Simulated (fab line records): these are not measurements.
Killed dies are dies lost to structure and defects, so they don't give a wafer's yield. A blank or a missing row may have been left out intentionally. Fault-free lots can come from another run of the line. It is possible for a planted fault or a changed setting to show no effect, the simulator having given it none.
Which of the tools did it? || flow nand harc || 21 wafers from 7 lots sampled at 3 of the route's 1302 steps

== WHAT THE GAUGES READ, wafer by wafer ==
NHARC_A_ONON_D2_THK_MEAS_24: measures by ellipsometry.
{"lot": "L581", "measured": "day 12 01:50", "on": "film metro-01", "thk nm (nm)": "1003 1002 1000"}
{"lot": "L583", "measured": "day 14 10:28", "on": "film metro-02", "thk nm (nm)": "996 999 997"}
{"lot": "L589", "measured": "day 15 21:04", "on": "film metro-01", "thk nm (nm)": "1466 1466 1469"}
{"lot": "L595", "measured": "day 17 17:03", "on": "film metro-01", "thk nm (nm)": "1005 1005 1007"}
{"lot": "L600", "measured": "day 19 21:08", "on": "film metro-01", "thk nm (nm)": "995 994 995"}
{"lot": "L602", "measured": "day 20 20:36", "on": "film metro-02", "thk nm (nm)": "1011 1011 1013"}
{"lot": "L603", "measured": "day 21 10:19", "on": "film metro-02", "thk nm (nm)": "994 995 995"}

== EACH LOT AND THE TOOL THAT RAN IT (in order: tool; ch and the chambers of the sampled wafers; start) ==
{"lot": "L581", "NHARC_A_DECK1_JOINT_CMP_02": "cmp-02 ch 1,2,3, day 11 13:30", "NHARC_A_ONON_D2_DEP_22": "pecvd onon-03 ch 0, day 12 01:26"}
{"lot": "L583", "NHARC_A_DECK1_JOINT_CMP_02": "cmp-03 ch 0,2,3, day 13 20:30", "NHARC_A_ONON_D2_DEP_22": "pecvd onon-02 ch 0, day 14 10:04"}
{"lot": "L589", "NHARC_A_DECK1_JOINT_CMP_02": "cmp-03 ch 0,2,3, day 15 08:32", "NHARC_A_ONON_D2_DEP_22": "pecvd onon-03 ch 0, day 15 20:33"}
{"lot": "L595", "NHARC_A_DECK1_JOINT_CMP_02": "cmp-02 ch 0,1,3, day 17 04:35", "NHARC_A_ONON_D2_DEP_22": "pecvd onon-02 ch 0, day 17 16:39"}
{"lot": "L600", "NHARC_A_DECK1_JOINT_CMP_02": "cmp-03 ch 2,3, day 19 09:04", "NHARC_A_ONON_D2_DEP_22": "pecvd onon-03 ch 0, day 19 20:47"}
{"lot": "L602", "NHARC_A_DECK1_JOINT_CMP_02": "cmp-02 ch 0,1,3, day 20 08:17", "NHARC_A_ONON_D2_DEP_22": "pecvd onon-02 ch 0, day 20 20:05"}
{"lot": "L603", "NHARC_A_DECK1_JOINT_CMP_02": "cmp-02 ch 0,1,3, day 20 17:34", "NHARC_A_ONON_D2_DEP_22": "pecvd onon-04 ch 0, day 21 09:48"}
- NHARC_A_DECK1_JOINT_CMP_02: polishes SiOx.
- NHARC_A_ONON_D2_DEP_22: target thk 1000 nm.

== THE ANSWER, worked out from the rows above alone ==
Rule: the usual values come from the lots themselves. The widest of any qualifying gaps counts: lots, ordered by their means at a reading, are off when they make up no more than a third of the lots, leave a main group of 4 or more, and stand apart from it by 3 or more times the standard deviation of that group's means. Not used: any main group whose means are identical at the precision the tables above print for the reading. Also off: a lot with no number at a reading for which 4 or more lots have one. Where the step has rows for the other lots, those lots are counted as sound.
Off, at NHARC_A_ONON_D2_THK_MEAS_24 on thk nm: L589. For the main group the mean is 1001 nm and the standard deviation 6.2.
A tool fits if, at a process step before that reading, it ran every lot that is off, and no sound lot after the first of them. Those tools and the gauges at NHARC_A_ONON_D2_THK_MEAS_24 are tried in the same way. None of those tried fits.

== WHAT HAD BEEN PUT IN BY THE SIMULATOR ==
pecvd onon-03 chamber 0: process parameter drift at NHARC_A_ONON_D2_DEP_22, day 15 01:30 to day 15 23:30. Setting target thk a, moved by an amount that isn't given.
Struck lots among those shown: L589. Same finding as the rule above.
